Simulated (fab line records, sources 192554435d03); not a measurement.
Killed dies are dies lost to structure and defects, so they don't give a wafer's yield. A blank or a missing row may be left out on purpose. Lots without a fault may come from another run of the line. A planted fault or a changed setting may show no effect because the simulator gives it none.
Chamber matching | flow n5_finfet | N5_BEOL_M8_DEP_56 on pecvd-01: 3 sister chambers
The step deposits SiCN from 3MS/NH3, target thk 10 nm, time 17.5 s. 3 wafers are shown with their chamber, then 9 later ones without.

WAFERS WITH THEIR CHAMBER
wafer  | chamber | showerhead_plenum_p_Torr (Torr)
L082.6 | 0       | 3.648
L087.1 | 1       | 3.665
L087.5 | 2       | 3.660

WAFERS WITHOUT THEIR CHAMBER
wafer  | showerhead_plenum_p_Torr (Torr)
L094.2 | 3.674
L094.5 | 3.677
L094.6 | 3.655
L095.1 | 3.670
L095.2 | 3.648
L095.3 | 3.650
L095.4 | 3.660
L095.5 | 3.678
L095.6 | 3.645

WHICH CHAMBER EACH WENT THROUGH
wafer  | from the rows above          | in truth
L094.2 | can't be placed: 1 or 2      | 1
L094.5 | can't be placed: 1 or 2      | 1
L094.6 | can't be placed: 2 or 0 or 1 | 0
L095.1 | can't be placed: 1 or 2      | 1
L095.2 | can't be placed: 0 or 2      | 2
L095.3 | can't be placed: 0 or 2 or 1 | 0
L095.4 | can't be placed: 2 or 1 or 0 | 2
L095.5 | can't be placed: 1 or 2      | 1
L095.6 | can't be placed: 0 or 2      | 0
Placed correctly: 0 of 9. Can't be placed from these rows: 9 (the true chamber is among the candidates in 9). Placed wrongly: 0.
How it was worked out, from the rows above alone: a wafer's distance from a chamber is the root of the sum, over the readings, of the square of ((its reading less the chamber's mean) divided by the reading's scatter). The wafer belongs to the nearest chamber; if the next one is less than 2 further off, it can't be placed. A chamber's mean is the mean of its shown wafers. The scatter: with one shown wafer a chamber, the root of the mean of the squares of how far each hidden wafer lies from its nearest shown one.
